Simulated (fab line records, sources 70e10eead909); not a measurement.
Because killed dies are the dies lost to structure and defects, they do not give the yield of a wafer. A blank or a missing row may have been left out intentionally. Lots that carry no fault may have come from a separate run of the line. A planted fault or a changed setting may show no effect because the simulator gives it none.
fab line records | flow nand-harc
record lots=12 | wafers=35 | last-day=32
route steps=1302 shown P_BONDPAD@367 A_ZERO_WELL@411 A_ONON_D1@430 END@1302
lots untouched by any fault: they come from a run of this same line in which no faults occurred
start-h: hours from the record's first day to the start of the lot's first wafer shown | wait-h: hours elapsed since this lot's preceding step | " as in the row above | L1.1+2: a single row standing in for several wafers | - no value, or no start given | * or withheld: withheld | < > ~ a bound
route shown NAME@n: names a module that has steps shown in the file, with the first one's number in the route | usual: average and standard deviation across the fault-free wafers | same: alike in all rows | chamber/n: place in a boat | sites: readings site by site | _std_site: their standard deviation | _edge_site: the outer-site mean with the inner-site mean subtracted | radius-mm: how far each site lies from the wafer's centre | mask NAME#n: copy n | behind: the tool/chamber that last shaped the wafer | hold: why the lot went on hold/how many hours it stayed there/how the hold came to an end | device: the n, p or np transistor that did not switch | end of line: tests of these same wafers at the route's end | where a step has no rows: the recipe by itself | killed: not the wafer's yield, but the dies lost to structure and defects at the first sort | map: the dies of a wafer, with x for killed, . for not killed, _ for no die there
set.NAME: the setting as run; set.NAME@STEP: as run at that earlier step | model.NAME: the simulator's own value behind a step, which no gauge read
steps of the route over a sample of lots; a table a step, a row a wafer
services: a tool's chamber out of use, with start hour (start-h, from the record's first day; less than 0 if before it), hours out, and reason
## steps
# step NHARC_P_BONDPAD_DESCUM_11
# recipe time-s=3 | o2-flow-sccm=200 | ar-flow-sccm=0 | bias-power-w=0 | chemistry=O2
# usual chamber-pressure-mTorr=60.00/0.06 | drypump-motor-current-A=5.9/0.56 | mfc-ar-sccm=0.004/0.0096 | oes-product-au=1.000/0.0078 | rf-vpp-V=57.8/0.92 | showerhead-plenum-p-Torr=1.94/0.089 | throttle-valve-pct=11.310/0.0088
lot.wafer | tool        | chamber | start-h | wait-h | chamber-pressure-mTorr | drypump-motor-current-A | mfc-ar-sccm | oes-product-au | rf-hours-counter-h | rf-vpp-V | showerhead-plenum-p-Torr | throttle-valve-pct
L480.4    | rie-diel-04 | 3       | 138.74  | -      | 59.95                  | 6.7                     | 0           | 1.009          | 6.0                | 57.0     | 1.86                     | 11.286
L480.2    | "           | 1       | "       | "      | 59.98                  | 5.4                     | 0.029       | 1.002          | 4.9                | 59.0     | 1.93                     | 11.314
L480.5    | "           | 2       | "       | "      | 59.92                  | 6.3                     | 0           | 0.999          | -                  | 59.2     | 2.06                     | 11.305
L481.3    | rie-diel-04 | 3       | 142.19  | -      | 60.05                  | 6.7                     | 0           | 1.002          | 6.2                | 58.1     | 1.86                     | 11.314
L481.2    | "           | 0       | "       | "      | 60.03                  | 5.5                     | 0           | 0.996          | 6.1                | 57.6     | 2.01                     | 11.303
L481.6    | "           | 3       | "       | "      | 60.16                  | 6.7                     | 0           | 1.002          | -                  | 56.9     | 1.86                     | 11.308
L482.2    | rie-diel-04 | 3       | 156.04  | -      | 59.99                  | 6.7                     | 0           | 1.004          | 6.5                | 58.4     | 1.86                     | 11.317
L482.1    | "           | 0       | "       | "      | 60.02                  | 5.4                     | 0           | 0.984          | 6.5                | 60.3     | 2.01                     | 11.317
L482.3    | "           | 2       | "       | "      | 60.08                  | 6.3                     | 0           | 1.002          | 6.3                | 57.5     | 2.06                     | 11.319
L483.2    | rie-diel-04 | 2       | 167.67  | -      | 59.96                  | 6.3                     | 0           | 1.006          | 7.0                | 59.1     | 2.06                     | 11.313
L483.1    | "           | 1       | "       | "      | 60.06                  | 5.4                     | 0.029       | 1.009          | 6.0                | 57.8     | 1.93                     | 11.307
L483.5    | "           | 3       | "       | "      | 59.99                  | 6.7                     | 0           | 1.014          | -                  | 59.5     | 1.86                     | 11.318
L484.4    | rie-diel-05 | 2       | 169.25  | -      | 60.03                  | 6.0                     | 0           | 1.002          | 2.7                | 58.1     | 1.79                     | 11.310
L484.3    | "           | 3       | "       | "      | 60.14                  | 5.5                     | 0           | 1.008          | 2.7                | 59.1     | 1.95                     | 11.310
L484.6    | "           | 1       | "       | "      | 59.93                  | 6.4                     | 0           | 1.006          | -                  | 58.1     | 2.03                     | 11.307
L485.4    | rie-diel-05 | 2       | 182.31  | -      | 59.98                  | 6.0                     | 0           | 0.992          | 2.9                | 56.8     | 1.79                     | 11.303
L485.1    | "           | 3       | "       | "      | 59.96                  | 5.5                     | 0           | 0.986          | 2.8                | 58.6     | 1.95                     | 11.322
L485.3    | "           | 0       | "       | "      | 60.02                  | 4.9                     | 0           | 0.994          | 3.0                | 57.8     | 1.87                     | 11.319
L486.3    | rie-diel-04 | 2       | 196.77  | -      | 60.04                  | 6.3                     | 0           | 0.995          | 0.1                | 57.8     | 2.06                     | 11.300
L486.1    | "           | 3       | "       | "      | 60.01                  | 6.6                     | 0           | 0.993          | 0.1                | 58.2     | 1.86                     | 11.318
L486.5    | "           | 0       | "       | "      | 60.03                  | 5.5                     | 0           | 1.003          | -                  | 59.0     | 2.01                     | 11.311
L488.3    | rie-diel-04 | 2       | 224.76  | -      | 60.05                  | 6.3                     | 0           | 0.997          | 1.4                | 58.2     | 2.06                     | 11.310
L488.6    | "           | 0       | "       | "      | 59.92                  | 5.5                     | 0           | 1.006          | -                  | 57.3     | 2.01                     | 11.308
L488.4    | "           | 1       | "       | "      | 59.93                  | 5.4                     | 0.029       | 1.010          | -                  | 58.1     | 1.93                     | 11.307
L497.5    | rie-diel-05 | 3       | 302.02  | -      | 59.96                  | 5.5                     | 0           | 1.007          | -                  | 56.8     | 1.95                     | 11.307
L497.6    | "           | 0       | "       | "      | 60.00                  | 4.9                     | 0           | 1.016          | -                  | 57.9     | 1.87                     | 11.310
L499.2    | rie-diel-05 | 1       | 321.83  | -      | 60.08                  | 6.4                     | 0           | 0.992          | 1.8                | 57.7     | 2.03                     | 11.305
L499.1    | "           | 2       | "       | "      | 59.98                  | 6.0                     | 0           | 1.002          | 1.8                | 57.9     | 1.79                     | 11.330
L499.5    | "           | 1       | "       | "      | 59.94                  | 6.4                     | 0           | 0.998          | -                  | 58.7     | 2.03                     | 11.308
L501.4    | rie-diel-04 | 1       | 341.18  | -      | 60.03                  | 5.4                     | 0.029       | 1.011          | 7.4                | 57.7     | 1.93                     | 11.302
L501.5    | "           | 2       | "       | "      | 60.02                  | 6.3                     | 0           | 1.007          | -                  | 57.3     | 2.06                     | 11.325
L501.6    | "           | 3       | "       | "      | 60.04                  | 6.6                     | 0           | 1.003          | -                  | 59.3     | 1.86                     | 11.332
L502.2    | rie-diel-05 | 1       | 353.99  | -      | 60.07                  | 6.4                     | 0           | 1.000          | 2.9                | 56.8     | 2.03                     | 11.300
L502.4    | "           | 2       | "       | "      | 60.10                  | 6.0                     | 0           | 0.997          | 2.9                | 56.6     | 1.79                     | 11.307
L502.1    | "           | 0       | "       | "      | 59.99                  | 4.9                     | 0           | 1.000          | 3.0                | 58.1     | 1.87                     | 11.323
# step NHARC_P_BONDPAD_DEGAS_25
# recipe temp-c=300 | time-s=60
# usual heater-power-w=462/57
lot.wafer | tool           | chamber | start-h | wait-h | heater-power-w
L480.2    | pvd-sputter-03 | -       | 139.69  | -      | 481
L480.4    | "              | -       | "       | "      | 510
L480.5    | "              | -       | "       | "      | 438
L481.3    | pvd-sputter-01 | -       | 143.12  | -      | 517
L481.2    | "              | -       | "       | "      | 407
L481.6    | "              | -       | "       | "      | 431
L482.1    | pvd-sputter-01 | -       | 156.98  | -      | 430
L482.3    | "              | -       | "       | "      | 399
L482.2    | "              | -       | "       | "      | 507
L483.1    | pvd-sputter-01 | -       | 168.63  | -      | 431
L483.2    | "              | -       | "       | "      | 397
L483.5    | "              | -       | "       | "      | 503
L484.4    | pvd-sputter-02 | -       | 170.17  | -      | 415
L484.3    | "              | -       | "       | "      | 472
L484.6    | "              | -       | "       | "      | 595
L485.3    | pvd-sputter-01 | -       | 183.25  | -      | 399
L485.4    | "              | -       | "       | "      | 506
L485.1    | "              | -       | "       | "      | 430
L486.1    | pvd-sputter-03 | -       | 197.71  | -      | 478
L486.3    | "              | -       | "       | "      | 524
L486.5    | "              | -       | "       | "      | 376
L488.4    | pvd-sputter-02 | -       | 225.72  | -      | 589
L488.3    | "              | -       | "       | "      | 444
L488.6    | "              | -       | "       | "      | 615
L497.6    | pvd-sputter-02 | -       | 302.95  | -      | 424
L497.5    | "              | -       | "       | "      | 602
L499.1    | pvd-sputter-03 | -       | 322.78  | -      | 458
L499.2    | "              | -       | "       | "      | 521
L499.5    | "              | -       | "       | "      | 454
L501.4    | pvd-sputter-01 | -       | 342.16  | -      | 417
L501.6    | "              | -       | "       | "      | 418
L501.5    | "              | -       | "       | "      | 506
L502.4    | pvd-sputter-01 | -       | 354.92  | -      | 429
L502.2    | "              | -       | "       | "      | 478
L502.1    | "              | -       | "       | "      | 481
# step NHARC_A_ZERO_WELL_RTA_16
# recipe temp-c=1000 | time-s=10
# usual lamp-power-pct=29.13/0.11 | lamp_zone_1_pct=29.13/0.1 | wafer_temp_C_max=1004.0/0.89
lot.wafer | tool          | chamber | start-h | wait-h | lamp-power-pct | lamp_zone_1_pct | wafer_temp_C_max
L480.2    | rtp-anneal-02 | 0       | 143.77  | -      | 29.22          | 29.17           | 1004.6
L480.4    | "             | 0       | "       | "      | 29.13          | 29.16           | 1003.5
L480.5    | "             | 0       | "       | "      | 29.20          | 29.19           | 1004.8
L481.2    | rtp-anneal-01 | 0       | 147.37  | -      | 29.04          | 29.02           | 1004.9
L481.3    | "             | 0       | "       | "      | 29.04          | 28.99           | 1005.4
L481.6    | "             | 0       | "       | "      | 29.03          | 29.02           | 1005.4
L482.1    | rtp-anneal-02 | 0       | 161.07  | -      | 29.19          | 29.22           | 1003.1
L482.2    | "             | 0       | "       | "      | 29.17          | 29.24           | 1003.3
L482.3    | "             | 0       | "       | "      | 29.26          | 29.12           | 1003.1
L483.1    | rtp-anneal-01 | 0       | 172.80  | -      | 29.01          | 29.00           | 1004.3
L483.2    | "             | 0       | "       | "      | 29.00          | 29.03           | 1004.2
L483.5    | "             | 0       | "       | "      | 28.96          | 29.00           | 1004.5
L484.3    | rtp-anneal-02 | 0       | 174.29  | -      | 29.20          | 29.17           | 1003.5
L484.4    | "             | 0       | "       | "      | 29.19          | 29.19           | 1003.3
L484.6    | "             | 0       | "       | "      | 29.16          | 29.18           | 1003.7
L485.1    | rtp-anneal-01 | 0       | 187.45  | -      | 29.01          | 29.04           | 1005.0
L485.3    | "             | 0       | "       | "      | 29.00          | 29.03           | 1005.0
L485.4    | "             | 0       | "       | "      | 29.01          | 29.02           | 1004.0
L486.1    | rtp-anneal-01 | 0       | 201.87  | -      | 29.01          | 29.06           | 1006.2
L486.3    | "             | 0       | "       | "      | 29.06          | 29.05           | 1004.0
L486.5    | "             | 0       | "       | "      | 29.00          | 29.00           | 1005.4
L488.3    | rtp-anneal-02 | 0       | 229.87  | -      | 29.28          | 29.19           | 1004.0
L488.4    | "             | 0       | "       | "      | 29.25          | 29.22           | 1002.6
L488.6    | "             | 0       | "       | "      | 29.22          | 29.25           | 1002.1
L497.5    | rtp-anneal-01 | 0       | 307.23  | -      | 28.98          | 29.03           | 1003.5
L497.6    | "             | 0       | "       | "      | 28.99          | 28.98           | 1003.4
L499.1    | rtp-anneal-01 | 0       | 327.02  | 0.1    | 29.04          | 29.01           | 1005.0
L499.2    | "             | 0       | "       | "      | 29.01          | 29.01           | 1004.5
L499.5    | "             | 0       | "       | "      | 29.04          | 28.99           | 1003.7
L501.4    | rtp-anneal-02 | 0       | 346.67  | -      | 29.14          | 29.22           | 1003.9
L501.5    | "             | 0       | "       | "      | 29.20          | 29.17           | 1003.9
L501.6    | "             | 0       | "       | "      | 29.21          | 29.16           | 1004.9
L502.1    | rtp-anneal-02 | 0       | 359.16  | -      | 29.19          | 29.25           | 1003.5
L502.2    | "             | 0       | "       | "      | 29.23          | 29.25           | 1003.1
L502.4    | "             | 0       | "       | "      | 29.21          | 29.20           | 1003.6
# step NHARC_A_ONON_D1_DEP_09
# recipe target-thk-a=10000 | n2-flow-sccm=2750 | n2o-flow-sccm=2000 | nh3-flow-sccm=500 | sih4-flow-sccm=210 | temp-c=400
# usual n2-flow-sccm=2749/7.9
lot.wafer | tool          | chamber | start-h | wait-h | n2-flow-sccm
L480.2    | pecvd-onon-04 | 0       | 168.46  | 0.1    | 2747
L480.4    | "             | 0       | "       | "      | 2734
L480.5    | "             | 0       | "       | "      | 2743
L481.2    | pecvd-onon-02 | 0       | 168.49  | 0.1    | 2747
L481.3    | "             | 0       | "       | "      | 2739
L481.6    | "             | 0       | "       | "      | 2738
L482.1    | pecvd-onon-03 | 0       | 185.31  | 0.1    | 2754
L482.2    | "             | 0       | "       | "      | 2759
L482.3    | "             | 0       | "       | "      | 2754
L483.1    | pecvd-onon-04 | 0       | 194.53  | 0.1    | 2746
L483.2    | "             | 0       | "       | "      | 2758
L483.5    | "             | 0       | "       | "      | 2755
L484.3    | pecvd-onon-03 | 0       | 194.99  | 0.2    | 2748
L484.4    | "             | 0       | "       | "      | 2740
L484.6    | "             | 0       | "       | "      | 2752
L485.1    | pecvd-onon-04 | 0       | 209.55  | 0.1    | 2741
L485.3    | "             | 0       | "       | "      | 2744
L485.4    | "             | 0       | "       | "      | 2750
L486.1    | pecvd-onon-03 | 0       | 225.83  | 0.1    | 2751
L486.3    | "             | 0       | "       | "      | 2746
L486.5    | "             | 0       | "       | "      | 2746
L488.3    | pecvd-onon-03 | 0       | 251.76  | 0.2    | 2750
L488.4    | "             | 0       | "       | "      | 2747
L488.6    | "             | 0       | "       | "      | 2757
L497.5    | pecvd-onon-03 | 0       | 327.90  | 0.3    | 2744
L497.6    | "             | 0       | "       | "      | 2747
L499.1    | pecvd-onon-04 | 0       | 349.48  | 0.1    | 2755
L499.2    | "             | 0       | "       | "      | 2752
L499.5    | "             | 0       | "       | "      | 2740
L501.4    | pecvd-onon-04 | 0       | 365.76  | 0.2    | 2750
L501.5    | "             | 0       | "       | "      | 2743
L501.6    | "             | 0       | "       | "      | 2750
L502.1    | pecvd-onon-02 | 0       | 381.32  | 0.1    | 2756
L502.2    | "             | 0       | "       | "      | 2752
L502.4    | "             | 0       | "       | "      | 2757
# step NHARC_A_ONON_D1_THK_MEAS_11
# recipe thk-meas-gauge=ellipsometry
# usual thk-nm=994/14
lot.wafer | tool          | chamber | start-h | wait-h | hold                     | thk-nm
L480.2    | film-metro-02 | -       | 168.92  | -      | -                        | 1015
L480.4    | "             | -       | "       | "      | -                        | 1017
L480.5    | "             | -       | "       | "      | -                        | 1015
L481.2    | film-metro-02 | -       | 168.94  | -      | -                        | 1001
L481.3    | "             | -       | "       | "      | -                        | 1002
L481.6    | "             | -       | "       | "      | -                        | 1003
L482.1    | film-metro-01 | -       | 185.81  | -      | -                        | 980
L482.2    | "             | -       | "       | "      | -                        | 980
L482.3    | "             | -       | "       | "      | -                        | 980
L483.1    | film-metro-01 | -       | 195.04  | -      | -                        | 997
L483.2    | "             | -       | "       | "      | -                        | 996
L483.5    | "             | -       | "       | "      | -                        | 998
L484.3    | film-metro-01 | -       | 195.38  | -      | -                        | 987
L484.4    | "             | -       | "       | "      | -                        | 989
L484.6    | "             | -       | "       | "      | -                        | 990
L485.1    | film-metro-01 | -       | 210.06  | -      | -                        | 963
L485.3    | "             | -       | "       | "      | -                        | 962
L485.4    | "             | -       | "       | "      | -                        | 962
L486.1    | film-metro-01 | -       | 226.34  | -      | -                        | 991
L486.3    | "             | -       | "       | "      | -                        | 990
L486.5    | "             | -       | "       | "      | -                        | 991
L488.3    | film-metro-02 | -       | 252.15  | -      | -                        | 970
L488.4    | "             | -       | "       | "      | -                        | 970
L488.6    | "             | -       | "       | "      | -                        | 970
L497.5    | film-metro-01 | -       | 328.18  | -      | await-dispo/0.2h/release | 1028
L497.6    | "             | -       | "       | "      | await-dispo/0.2h/release | 1603
L497.5    | film-metro-01 | -       | 328.35  | 0.2    | -                        | 1027
L497.6    | "             | -       | "       | "      | -                        | 1601
L499.1    | film-metro-02 | -       | 350.00  | -      | -                        | 1010
L499.2    | "             | -       | "       | "      | -                        | 1011
L499.5    | "             | -       | "       | "      | -                        | 1009
L501.4    | film-metro-01 | -       | 366.10  | -      | -                        | 998
L501.5    | "             | -       | "       | "      | -                        | 998
L501.6    | "             | -       | "       | "      | -                        | 999
L502.1    | film-metro-01 | -       | 381.83  | -      | -                        | 995
L502.2    | "             | -       | "       | "      | -                        | 995
L502.4    | "             | -       | "       | "      | -                        | 994
# step NHARC_END_SORT_01
# recipe temp-c=25
# usual killed-at-array=59/19 | killed-at-other=0.6/0.85 | killed-at-periphery=3.8/2.5 | killed-dies=64/19 | killed-open=3.3/1.8 | killed-short=2.2/1.6
# same gross-dies=677
lot.wafer | tool      | chamber | start-h | wait-h | killed-at-array | killed-at-other | killed-at-periphery | killed-dies | killed-open | killed-short
L497.5    | prober-01 | 0       | 730.71  | 3.7    | 72              | 1               | 0                   | 73          | 2           | 0
L497.6    | prober-01 | 0       | 731.50  | 3.9    | 672             | 1               | 4                   | 677         | 1           | 0
# killed by level:class
L497.5 A_CHANNEL_HOLE_D1:chamber-film-flake=29 A_CHANNEL_HOLE_D2:chamber-film-flake=19 A_SLIT:chamber-film-flake=6 A_WL_FILL:chamber-film-flake=5 A_SGD_CUT:chamber-film-flake=4 A_CONTACT:chamber-film-flake=3 A_STAIRCASE:chamber-film-flake=2 A_CHANNEL_HOLE_D2:geometric-particle:open=1
L497.6 A_ONON_D1:area-dep=601 A_CHANNEL_HOLE_D1:chamber-film-flake=25 A_CHANNEL_HOLE_D2:chamber-film-flake=22 P_ZERO_WELL:chamber-film-flake=4 A_SGD_CUT:chamber-film-flake=4 A_CONTACT:chamber-film-flake=4 A_CHANNEL_FILL_D2:chamber-film-flake=3 A_SLIT:chamber-film-flake=3
## services
tool           | chamber | start-h | hours | kind
rie-diel-04    | 1       | 118.72  | 12.6  | repair
pvd-sputter-01 | -       | 124.06  | 1.9   | repair
pecvd-onon-04  | -       | 130.63  | 13.0  | pm
pvd-sputter-02 | -       | 167.47  | 2.3   | repair
rie-diel-04    | -       | 177.94  | 9.0   | pm
pecvd-onon-02  | -       | 185.09  | 13.0  | pm
pecvd-onon-03  | -       | 186.71  | 2.8   | repair
pvd-sputter-03 | -       | 205.36  | 10.0  | pm
rie-diel-04    | 3       | 211.51  | 19.7  | repair
pvd-sputter-01 | -       | 226.00  | 10.0  | pm
pecvd-onon-03  | -       | 227.00  | 13.0  | pm
rie-diel-05    | -       | 229.60  | 9.0   | pm
pvd-sputter-03 | -       | 235.59  | 1.8   | repair
pecvd-onon-04  | -       | 241.68  | 7.7   | repair
pvd-sputter-02 | -       | 282.00  | 10.0  | pm
rie-diel-05    | 2       | 296.52  | 3.6   | repair
pecvd-onon-04  | -       | 311.91  | 13.0  | pm
pvd-sputter-03 | -       | 320.54  | 1.9   | repair
rie-diel-05    | 2       | 334.76  | 1.2   | repair
rie-diel-04    | -       | 354.94  | 9.0   | pm
rie-diel-05    | 3       | 355.09  | 2.7   | repair
pvd-sputter-02 | -       | 366.38  | 2.8   | repair
rie-diel-04    | 1       | 367.52  | 6.1   | repair
rtp-anneal-01  | -       | 372.00  | 12.0  | pm
## key
first-sign step=NHARC_A_ONON_D1_THK_MEAS_11 | reading=visit | direction=added
effect step=NHARC_A_ONON_D1_THK_MEAS_11 | reading=thk-nm | direction=up | sigmas=45 | usual=994 | struck=1603
effect step=NHARC_END_SORT_01 | reading=killed-dies | direction=up | sigmas=33 | usual=64 | struck=677
more-kills-born-at NHARC_A_ONON_D1_DEP_09@pecvd-onon-03=601
met-at NHARC_A_ONON_D1_DEP_09
struck-lots L497
struck-wafers L497.6
later-rows-left-out L497.6
tester-left-out L497
not-acting-at NHARC_P_BONDPAD_DESCUM_11,NHARC_P_BONDPAD_DEGAS_25,NHARC_A_ZERO_WELL_RTA_16
onset-between 251.76 327.90
fault kind=process-parameter-drift | tool=pecvd-onon-03 | chamber=- | onset-h=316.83 | steps=NHARC_A_ONON_D1_DEP_09 | channel=target-thk-a | offset=* | shape=step | end-h=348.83 | scope=struck-wafers-only | acts-in=* | stated=*
# tester-left-out: of these lots the tester's yield and bins aren't shown, on N5 and GAA mostly nor the transistor test; their killed dies are dies lost to structure and defects alone, not to doping, threshold or leakage, so they don't give the yield
# later-rows-left-out: the simulator's readings of these wafers behind a module that went badly wrong aren't trusted and aren't shown, but for the sort
